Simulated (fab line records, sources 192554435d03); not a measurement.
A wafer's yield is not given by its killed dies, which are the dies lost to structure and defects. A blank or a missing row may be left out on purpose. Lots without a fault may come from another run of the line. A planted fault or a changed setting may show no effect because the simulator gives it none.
fab line records	flow n5Finfet
record: lots: 10	wafers: 30	lastDay: 19
route steps=1938 shown DUMMY_GATE@244 SPACER0@258 BEOL_M4@1111 PASSIVATION@1936
lots untouched by any fault: they come from a run of this same line in which no faults occurred
startH: hours from the record's opening day to when the first of the lot's shown wafers began	waitH: hours since the lot's step before	" repeats the value in the row above	L1.1+2: a single row standing in for several wafers	- value missing, or start not given	* or withheld: withheld	< > ~ a bound
route shown NAME@n: names a module that has steps shown in the file, with the first one's number in the route	usual: average and standard deviation across the fault-free wafers	same: alike in all rows	chamber/n: place in a boat	sites: readings site by site	_std_site: their standard deviation	_edge_site: inner sites' mean taken away from outer sites' mean	radiusMm: for every site, how far away it sits from the centre of the wafer	mask NAME#n: copy n	behind: the most recent tool/chamber to have shaped the wafer	hold: why the lot went on hold/how many hours it stayed there/how the hold came to an end	device: names the non-switching transistor (n, p or np)	end of line: at the end of the route, the tests of the same wafers	step lacking rows: just its recipe	killed: at the first sort, the dies lost to defects and structure; wafer yield is something else	map: a wafer's dies, x killed, . not, _ none there
set.NAME: the run value of the setting; set.NAME@STEP: its run value at that earlier step	model.NAME: the simulator's own value behind a step, which no gauge read
route steps across a sampled set of lots; one table per step, one row per wafer
services: when a tool's chamber went out of use (startH, in hours from the record's first day, below 0 if earlier), for how many hours, and the reason
== steps ==
step: N5_DUMMY_GATE_STRIP_41
recipe: chemistry: O2	powerW: 400	tempC: 40	pressureMtorr: 30	rfFrequencyHz: 6e+07	biasPowerW: 0	overashFraction: 0.3	o2FlowSccm: 225
usual: drypumpMotorCurrentA: 5.8/0.58	o2FlowSccm: 225.0/0.65	oesProductAu: 0.82/0.088	rfVppV: 3.7/0.48	showerheadPlenumPTorr: 2.09/0.064	throttleValvePct: 16.67/0.2
lot.wafer	tool	chamber	startH	waitH	drypumpMotorCurrentA	o2FlowSccm	oesProductAu	rfHoursCounterH	rfVppV	showerheadPlenumPTorr	throttleValvePct
L521.2	rieDiel-06	3	66.29	0.0	4.9	224.8	0.78	119	3.1	2.10	16.66
L521.4	"	1	"	"	6.0	225.0	0.74	169	4.3	2.18	16.92
L521.6	"	1	"	"	6.0	225.2	0.73	-	3.7	2.18	16.94
L529.2	rieDiel-04	0	116.30	0.0	6.0	224.4	0.98	12	3.5	2.06	16.45
L529.4	"	2	"	"	5.2	225.4	0.73	177	4.4	2.00	16.73
L529.6	"	1	"	"	5.1	224.6	0.92	-	4.0	2.14	16.69
L530.2	rieDiel-02	0	121.65	0.0	5.4	225.5	0.90	34	3.5	2.13	16.40
L530.4	"	2	"	"	6.5	224.6	0.83	-	3.9	2.05	16.49
L530.5	"	1	"	"	6.4	225.4	0.74	-	3.4	2.18	16.34
L531.3	rieDiel-04	0	125.29	0.0	6.0	225.1	0.95	13	3.8	2.06	16.45
L531.4	"	2	"	"	5.2	224.3	0.71	179	3.4	2.00	16.74
L531.5	"	1	"	"	5.2	224.8	0.90	-	4.3	2.14	16.69
L532.1	rieDiel-06	2	129.51	0.0	5.7	223.7	0.78	122	4.6	2.01	16.73
L532.2	"	3	"	"	4.9	225.5	0.76	137	3.5	2.09	16.69
L532.5	"	3	"	"	4.9	225.3	0.76	-	3.6	2.10	16.70
L535.1	rieDiel-06	0	147.83	0.0	6.4	224.6	0.97	3	3.5	2.15	16.46
L535.2	"	1	"	"	6.0	223.8	0.72	192	3.6	2.17	16.96
L535.4	"	2	"	"	5.7	224.4	0.77	127	3.4	2.01	16.74
L536.2	rieDiel-06	1	155.37	0.0	6.0	225.4	0.70	194	4.3	2.17	16.99
L536.3	"	0	"	"	6.5	224.8	0.95	6	3.4	2.15	16.50
L536.5	"	3	"	"	4.9	224.7	0.74	-	3.8	2.09	16.71
L537.2	rieDiel-06	2	162.21	0.0	5.6	225.8	0.77	132	4.2	2.00	16.74
L537.4	"	2	"	"	5.7	225.0	0.77	-	4.4	2.00	16.75
L537.6	"	3	"	"	4.9	224.9	0.74	-	4.4	2.09	16.74
L539.1	rieDiel-06	1	171.99	0.0	6.0	225.1	0.71	196	3.2	2.17	16.99
L539.3	"	2	"	"	5.7	224.3	0.75	135	2.8	2.00	16.74
L539.4	"	0	"	"	6.5	223.6	0.94	11	3.7	2.15	16.50
L540.1	rieDiel-06	1	183.84	0.0	6.0	224.4	0.70	199	3.6	2.17	17.00
L540.3	"	2	"	"	5.7	225.3	0.76	138	3.7	2.00	16.76
L540.4	"	0	"	"	6.5	225.7	0.94	14	4.6	2.15	16.49
step: N5_DUMMY_GATE_INSPECT_27
recipe: inspectInstrument: brightfield	mode: aei
usual: rawDefectCount: 292/76
lot.wafer	tool	chamber	startH	waitH	rawDefectCount
L521.2	defectInspect-02	-	67.08	0.0	250
L521.4	"	-	"	"	238
L521.6	"	-	"	"	313
L529.2	defectInspect-01	-	116.99	0.0	262
L529.4	"	-	"	"	182
L529.6	"	-	"	"	265
L530.2	defectInspect-01	-	122.34	0.0	301
L530.4	"	-	"	"	322
L530.5	"	-	"	"	370
L531.3	defectInspect-02	-	126.11	0.0	229
L531.4	"	-	"	"	286
L531.5	"	-	"	"	260
L532.1	defectInspect-02	-	130.20	0.0	291
L532.2	"	-	"	"	261
L532.5	"	-	"	"	306
L535.1	defectInspect-02	-	148.59	0.0	230
L535.2	"	-	"	"	346
L535.4	"	-	"	"	315
L536.2	defectInspect-01	-	156.06	0.0	254
L536.3	"	-	"	"	262
L536.5	"	-	"	"	232
L537.2	defectInspect-02	-	162.91	0.0	437
L537.4	"	-	"	"	437
L537.6	"	-	"	"	292
L539.1	defectInspect-02	-	172.67	0.0	463
L539.3	"	-	"	"	341
L539.4	"	-	"	"	389
L540.1	defectInspect-01	-	184.52	0.0	194
L540.3	"	-	"	"	261
L540.4	"	-	"	"	217
step: N5_SPACER0_ALD_07
recipe: material: SiNx	targetThkA: 20	tempC: 400	aldPrecursorFamily: SiH2I2	aldCoReactant: N2/H2-plasma	pressureTorr: 2
usual: chamberPressureTorr: 2.000/0.0042	heaterPowerOuterW: 516/37	heaterPowerW: 856/70
lot.wafer	tool	chamber	startH	waitH	chamberPressureTorr	heaterPowerOuterW	heaterPowerW	sinceWetCleanH
L521.2	aldSin-01	2	67.11	0.0	2.007	490	857	165
L521.4	"	1	"	"	1.991	503	792	165
L521.6	"	1	"	"	2.002	509	785	-
L529.2	aldSin-03	2	117.02	0.0	2.001	510	945	107
L529.4	"	1	"	"	1.998	536	895	107
L529.6	"	3	"	"	1.998	545	924	-
L530.2	aldSin-03	2	123.42	1.1	2.002	494	957	114
L530.4	"	0	"	"	1.999	489	728	114
L530.5	"	0	"	"	1.998	478	751	-
L531.3	aldSin-03	0	126.17	0.1	2.004	479	721	116
L531.4	"	1	"	"	2.006	529	874	116
L531.5	"	3	"	"	2.001	552	952	-
L532.1	aldSin-03	2	130.23	0.0	1.992	498	946	121
L532.2	"	0	"	"	2.002	478	735	121
L532.5	"	2	"	"	1.995	491	959	-
L535.1	aldSin-03	3	148.63	0.0	1.996	568	915	139
L535.2	"	2	"	"	1.999	497	981	139
L535.4	"	1	"	"	1.998	531	897	139
L536.2	aldSin-01	1	156.33	0.3	2.001	500	782	254
L536.3	"	0	"	"	1.995	500	758	254
L536.5	"	3	"	"	2.002	524	823	-
L537.2	aldSin-01	3	162.94	0.0	2.011	511	803	260
L537.4	"	0	"	"	2.008	489	764	260
L537.6	"	1	"	"	1.998	507	791	-
L539.1	aldSin-02	1	172.71	0.0	2.004	462	759	73
L539.3	"	2	"	"	2.004	499	879	73
L539.4	"	3	"	"	2.000	512	841	73
L540.1	aldSin-02	0	184.56	0.0	1.997	582	926	85
L540.3	"	2	"	"	2.006	509	871	85
L540.4	"	1	"	"	2.002	476	757	85
step: N5_SPACER0_ALD_00
recipe: material: SiOCN	targetThkA: 35	tempC: 400	aldPrecursorFamily: alkyl-aminosilane	aldCoReactant: O2/N2-plasma	pulseTimeS: 3	purgeTimeS: 2	coReactantPurgeTimeS: 2	aldCycles: 58	pressureTorr: 2
usual: aldCycles: 58/0	chamberPressureTorr: 2.000/0.0045	heaterPowerW: 852/69	precursorPulseHeightRel: 1.000/0.02	pulseTimeS: 3/0
lot.wafer	tool	chamber	startH	waitH	aldCycles	chamberPressureTorr	heaterPowerW	precursorPulseHeightRel	pulseTimeS	sinceWetCleanH
L521.2	aldSin-01	2	67.27	0.1	58	1.999	847	0.994	3	165
L521.4	"	1	"	"	58	1.999	790	0.999	3	165
L521.6	"	1	"	"	58	1.999	777	0.985	3	-
L529.2	aldSin-03	2	117.18	0.1	58	2.004	924	1.012	3	108
L529.4	"	1	"	"	58	1.994	871	0.988	3	108
L529.6	"	3	"	"	58	1.997	948	0.974	3	-
L530.2	aldSin-03	2	123.57	0.1	58	1.995	933	1.016	3	114
L530.4	"	0	"	"	58	1.996	733	1.009	3	114
L530.5	"	0	"	"	58	1.998	726	0.990	3	-
L531.3	aldSin-03	0	126.33	0.1	-	-	-	-	-	-
L531.4	"	1	"	"	-	-	-	-	-	-
L531.5	"	3	"	"	-	-	-	-	-	-
L532.1	aldSin-03	2	130.38	0.1	-	-	-	-	-	-
L532.2	"	0	"	"	-	-	-	-	-	-
L532.5	"	2	"	"	-	-	-	-	-	-
L535.1	aldSin-03	3	148.78	0.1	58	2.006	937	1.007	3	139
L535.2	"	2	"	"	58	1.997	949	1.021	3	139
L535.4	"	1	"	"	58	2.000	866	0.968	3	139
L536.2	aldSin-01	1	156.48	0.1	58	2.004	809	0.953	3	254
L536.3	"	0	"	"	58	2.005	782	1.015	3	254
L536.5	"	3	"	"	58	1.993	826	0.976	3	-
L537.2	aldSin-01	3	163.09	0.1	58	2.004	817	0.998	3	261
L537.4	"	0	"	"	58	2.006	775	1.006	3	261
L537.6	"	1	"	"	58	1.993	779	1.036	3	-
L539.1	aldSin-02	1	172.86	0.1	58	1.998	782	0.968	3	74
L539.3	"	2	"	"	58	1.997	875	0.990	3	74
L539.4	"	3	"	"	58	1.999	845	0.975	3	74
L540.1	aldSin-02	0	184.71	0.1	58	1.998	899	1.009	3	85
L540.3	"	2	"	"	58	2.005	864	1.005	3	85
L540.4	"	1	"	"	58	2.010	754	0.995	3	85
step: N5_BEOL_M4_RC_MEAS_101
usual: DIBL_N: 36.1/1.6	DIBL_P: 35.8/2	IOFF_N: 0.157/0.029	IOFF_P: 0.21/0.034	ION_N: 677/13	ION_P: 465/8.1	SS_N: 71.3/0.61	SS_P: 73.2/0.65	VT_N: 249/3.3	VT_P: -250/3.2
lot.wafer	tool	chamber	startH	waitH	DIBL_N[mV/V]	DIBL_P[mV/V]	IOFF_N[nA/um]	IOFF_P[nA/um]	ION_N[uA/um]	ION_P[uA/um]	SS_N[mV/dec]	SS_P[mV/dec]	VT_N[mV]	VT_P[mV]
L521.2	prober-01	0	217.49	0.2	33.4	31.8	0.111	0.16	658	455	70.3	72.7	254	-255
L521.4	"	0	"	"	35.9	34.4	0.152	0.20	693	473	70.8	72.9	248	-249
L521.6	"	0	"	"	33.6	31.7	0.112	0.16	679	467	70.9	72.5	253	-254
L529.2	prober-02	0	252.06	0.2	34.5	35.2	0.138	0.19	680	469	71.0	72.1	252	-249
L529.4	"	0	"	"	36.2	36.6	0.164	0.21	684	470	71.9	73.2	245	-251
L529.6	"	0	"	"	36.2	37.0	0.176	0.23	688	476	71.5	72.6	245	-247
L530.2	prober-02	0	275.03	0.2	36.2	37.6	0.172	0.23	702	483	71.0	73.5	249	-249
L530.4	"	0	"	"	37.6	39.2	0.200	0.27	708	481	72.1	74.2	245	-250
L530.5	"	0	"	"	38.2	39.5	0.204	0.27	692	474	71.3	74.7	245	-249
L535.1	prober-01	0	307.68	0.1	36.0	36.3	0.141	0.21	678	466	71.5	74.2	252	-247
L535.2	"	0	"	"	36.1	35.9	0.144	0.22	670	460	71.0	73.0	250	-248
L535.4	"	0	"	"	35.5	35.3	0.136	0.21	664	463	71.3	73.2	253	-248
L536.2	prober-01	0	313.16	0.2	34.8	34.1	0.139	0.19	680	466	70.9	72.9	250	-251
L536.3	"	0	"	"	35.3	34.8	0.144	0.19	671	457	70.9	72.8	251	-251
L536.5	"	0	"	"	35.4	35.1	0.147	0.20	667	456	71.1	73.9	249	-253
L537.2	prober-01	0	315.69	0.2	36.5	35.9	0.157	0.23	671	466	71.4	72.8	248	-249
L537.4	"	0	"	"	35.2	34.7	0.133	0.21	681	476	70.9	72.9	253	-249
L537.6	"	0	"	"	34.0	34.3	0.127	0.20	683	477	71.1	72.5	251	-251
L539.1	prober-02	0	321.63	0.0	36.3	36.8	0.149	0.21	681	467	71.3	72.9	248	-253
L539.3	"	0	"	"	34.6	35.0	0.125	0.17	665	463	71.1	73.0	251	-256
L539.4	"	0	"	"	37.7	38.3	0.171	0.22	680	469	71.8	73.6	250	-250
L540.1	prober-02	0	325.05	0.0	37.0	38.1	0.190	0.24	696	478	70.9	74.2	244	-249
L540.3	"	0	"	"	38.2	39.0	0.210	0.25	696	474	71.6	73.7	242	-248
L540.4	"	0	"	"	36.7	37.3	0.182	0.23	685	468	71.7	73.2	248	-246
step: N5_PASSIVATION_PROBE_49
usual: killed_at_M0_to_M3: 33/11	killed_at_M4_up: 14/5	killedAtContacts: 11/7.3	killedAtFrontEnd: 43/12	killedAtOther: 4/3.1	killedDies: 106/17	killedOnRim: 14/3.8	killedOpen: 69/13	killedShort: 34/8.7
same: grossDies: 1180	killedAtBackSide: 0
lot.wafer	tool	chamber	startH	waitH	killed_at_M0_to_M3	killed_at_M4_up	killedAtContacts	killedAtFrontEnd	killedAtOther	killedDies	killedOnRim	killedOpen	killedShort
L521.2	prober-02	-	326.89	0.1	26	9	9	37	9	90	7	66	24
L521.4	prober-02	-	326.99	0.2	26	9	9	45	5	94	12	66	28
L521.6	prober-02	-	327.09	0.3	32	16	7	43	5	103	16	70	28
L531.3	prober-02	-	384.38	0.1	27	5	17	1125	6	1180	152	59	39
L531.4	prober-02	-	384.43	0.2	21	10	15	1127	7	1180	152	58	35
L531.5	prober-02	-	384.48	0.2	44	10	13	1107	6	1180	152	82	33
L532.1	prober-02	-	407.13	0.0	35	10	26	1107	2	1180	152	80	28
L532.2	prober-02	-	407.18	0.1	27	16	31	1102	4	1180	152	102	30
L532.5	prober-02	-	407.33	0.2	25	19	51	1080	5	1180	152	104	26
L536.2	prober-01	-	424.99	0.1	28	10	10	43	2	93	9	64	26
L536.3	prober-01	-	425.04	0.1	17	7	10	39	1	74	11	47	23
L536.5	prober-01	-	425.14	0.2	24	12	20	32	2	90	10	61	28
L540.1	prober-02	-	438.49	0.0	25	9	7	29	3	73	13	49	22
L540.3	prober-02	-	438.59	0.1	25	12	7	32	4	80	10	54	26
L540.4	prober-02	-	438.64	0.2	38	12	7	33	3	93	12	69	23
killed by level:class
L521.2 STI_FIN_REVEAL:geometricParticle:open=11 BEOL_M1:geometricParticle:open=11 MOL_CONTACT_COAG:geometricParticle:open=9 FIN_SAQP:geometricParticle:open=7 BEOL_M0_SAQP:geometricParticle:open=7 FIN_SAQP:geometricParticle:short=5 GATE_CUT:geometricParticle:open=3 STARTING-WAFER:geometricParticle:open=3
L521.4 STI_FIN_REVEAL:geometricParticle:open=18 MOL_CONTACT_COAG:geometricParticle:open=8 BEOL_M1:geometricParticle:open=6 BEOL_M0_SAQP:geometricParticle:open=6 BEOL_M0_SAQP:geometricParticle:short=6 FIN_SAQP:geometricParticle:open=5 FIN_SAQP:geometricParticle:short=4 GATE_CUT:geometricParticle:open=3
L521.6 FIN_SAQP:geometricParticle:open=13 BEOL_M1:geometricParticle:open=9 BEOL_M0_SAQP:geometricParticle:open=8 MOL_CONTACT_COAG:geometricParticle:open=6 BEOL_M2:geometricParticle:open=6 FIN_SAQP:geometricParticle:short=5 GATE_CUT:geometricParticle:short=5 STARTING-WAFER:geometricParticle:short=5
L531.3 SPACER0:areaAld=1082 BEOL_M0_SAQP:geometricParticle:short=14 MOL_CONTACT_COAG:geometricParticle:open=14 STI_FIN_REVEAL:geometricParticle:open=11 FIN_SAQP:geometricParticle:open=10 FIN_SAQP:geometricParticle:short=5 STI_FIN_REVEAL:geometricParticle:short=4 DUMMY_GATE:geometricParticle:open=4
L531.4 SPACER0:areaAld=1086 MOL_CONTACT_COAG:geometricParticle:open=13 FIN_SAQP:geometricParticle:open=10 STI_FIN_REVEAL:geometricParticle:open=10 FIN_SAQP:geometricParticle:short=6 BEOL_M1:geometricParticle:open=6 BEOL_M0_SAQP:geometricParticle:short=5 STI_FIN_REVEAL:geometricParticle:short=4
L531.5 SPACER0:areaAld=1065 STI_FIN_REVEAL:geometricParticle:open=15 BEOL_M0_SAQP:geometricParticle:open=13 BEOL_M0_SAQP:geometricParticle:short=12 MOL_CONTACT_COAG:geometricParticle:open=11 FIN_SAQP:geometricParticle:open=10 BEOL_M1:geometricParticle:open=7 BEOL_M1:geometricParticle:short=5
L532.1 SPACER0:areaAld=1070 MOL_CONTACT_COAG:geometricParticle:open=20 STI_FIN_REVEAL:geometricParticle:open=16 BEOL_M1:geometricParticle:open=10 BEOL_M0_SAQP:geometricParticle:open=9 FIN_SAQP:geometricParticle:open=6 MOL_CONTACT_COAG:geometricParticle:short=6 STI_FIN_REVEAL:geometricParticle:short=5
L532.2 SPACER0:areaAld=1048 MOL_CONTACT_COAG:geometricParticle:open=26 STI_FIN_REVEAL:geometricParticle:open=24 BEOL_M0_SAQP:geometricParticle:open=7 FIN_SAQP:geometricParticle:open=6 BEOL_M0_SAQP:geometricParticle:short=6 FIN_SAQP:geometricParticle:short=5 STI_FIN_REVEAL:geometricParticle:short=5
L532.5 SPACER0:areaAld=1049 MOL_CONTACT_COAG:geometricParticle:open=44 BEOL_M4:geometricParticle:open=12 FIN_SAQP:geometricParticle:open=9 STI_FIN_REVEAL:geometricParticle:open=8 MOL_CONTACT_COAG:geometricParticle:short=7 BEOL_M0_SAQP:geometricParticle:short=5 BEOL_M1:geometricParticle:open=5
L536.2 FIN_SAQP:geometricParticle:open=10 MOL_CONTACT_COAG:geometricParticle:open=8 BEOL_M0_SAQP:geometricParticle:open=8 FIN_SAQP:geometricParticle:short=7 STI_FIN_REVEAL:geometricParticle:open=7 BEOL_M0:geometricParticle:open=6 BEOL_M0_SAQP:geometricParticle:short=6 DUMMY_GATE:geometricParticle:open=4
L536.3 FIN_SAQP:geometricParticle:short=13 FIN_SAQP:geometricParticle:open=10 MOL_CONTACT_COAG:geometricParticle:open=10 BEOL_M2:geometricParticle:open=8 DUMMY_GATE:geometricParticle:open=5 BEOL_M0_SAQP:geometricParticle:open=3 STI_FIN_REVEAL:geometricParticle:open=2 DUMMY_GATE:geometricParticle:short=2
L536.5 MOL_CONTACT_COAG:geometricParticle:open=18 BEOL_M3:geometricParticle:open=11 STI_FIN_REVEAL:geometricParticle:open=7 STI_FIN_REVEAL:geometricParticle:short=6 BEOL_M0_SAQP:geometricParticle:short=4 BEOL_M5:geometricParticle:open=4 FIN_SAQP:geometricParticle:open=3 FIN_SAQP:geometricParticle:short=3
L540.1 BEOL_M0_SAQP:geometricParticle:open=6 BEOL_M2:geometricParticle:open=6 DUMMY_GATE:geometricParticle:open=5 BEOL_M0_SAQP:geometricParticle:short=5 BEOL_M3:geometricParticle:open=5 MOL_CONTACT_COAG:geometricParticle:open=4 STARTING-WAFER:geometricParticle:open=4 FIN_SAQP:geometricParticle:short=3
L540.3 BEOL_M4:geometricParticle:open=8 STI_FIN_REVEAL:geometricParticle:open=6 BEOL_M3:geometricParticle:open=6 FIN_SAQP:geometricParticle:short=5 DUMMY_GATE:geometricParticle:open=5 MOL_CONTACT_COAG:geometricParticle:open=5 BEOL_M0_SAQP:geometricParticle:open=5 BEOL_M1:geometricParticle:open=5
L540.4 BEOL_M2:geometricParticle:open=10 BEOL_M4:geometricParticle:open=8 BEOL_M0_SAQP:geometricParticle:short=8 STI_FIN_REVEAL:geometricParticle:open=7 BEOL_M0_SAQP:geometricParticle:open=7 FIN_SAQP:geometricParticle:open=6 MOL_CONTACT_COAG:geometricParticle:open=6 DUMMY_GATE:geometricParticle:open=5
== services ==
tool	chamber	startH	hours	kind
rieDiel-04	0	51.30	-	clean
rieDiel-04	0	51.30	-	consumableReplace:esc
rieDiel-04	0	51.30	-	consumableReplace:focusRing
rieDiel-04	0	51.30	25.3	scheduledDown
aldSin-02	1	53.33	12.5	repair
rieDiel-04	3	65.13	6.8	repair
aldSin-02	1	67.11	-	calibration
aldSin-02	-	85.41	14.0	pm
aldSin-02	0	85.41	14.0	ventCycle
aldSin-02	1	85.41	14.0	ventCycle
aldSin-02	2	85.41	14.0	ventCycle
aldSin-02	3	85.41	14.0	ventCycle
aldSin-02	0	99.41	-	clean
aldSin-02	1	99.41	-	clean
aldSin-02	2	99.41	-	clean
aldSin-02	3	99.41	-	clean
rieDiel-06	0	116.68	-	clean
rieDiel-06	0	116.68	-	consumableReplace:focusRing
rieDiel-06	0	116.68	24.2	scheduledDown
rieDiel-06	0	116.68	24.2	ventCycle
rieDiel-02	3	119.82	11.3	repair
rieDiel-02	-	136.73	2.7	repair
rieDiel-04	-	153.50	0.6	repair
rieDiel-06	1	160.12	7.3	repair
== key ==
firstSign: step: N5_SPACER0_ALD_00	reading: toolRecord	direction: missing
effect: step: N5_PASSIVATION_PROBE_49	reading: killedAtFrontEnd	direction: up	sigmas: 91	usual: 43	struck: 1108
moreKillsBornAt: N5_SPACER0_ALD_00@aldSin-03: 6400
metAt N5_SPACER0_ALD_00
struckLots L531,L532
laterRowsLeftOut L531.3,L531.4,L531.5,L532.1,L532.2,L532.5
testerLeftOut L531,L532
notActingAt N5_DUMMY_GATE_STRIP_41,N5_DUMMY_GATE_INSPECT_27,N5_SPACER0_ALD_07
onsetBetween 123.57 126.33
fault: kind: skippedStepWhole	tool: aldSin-03	chamber: -	onsetH: 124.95	steps: N5_SPACER0_ALD_00	scope: struckLotsOnly
testerLeftOut: of these lots the tester's yield and bins aren't shown, on N5 and GAA mostly nor the transistor test; their killed dies are dies lost to structure and defects alone, not to doping, threshold or leakage, so they don't give the yield
laterRowsLeftOut: the simulator's readings of these wafers behind a module that went badly wrong aren't trusted and aren't shown, but for the sort
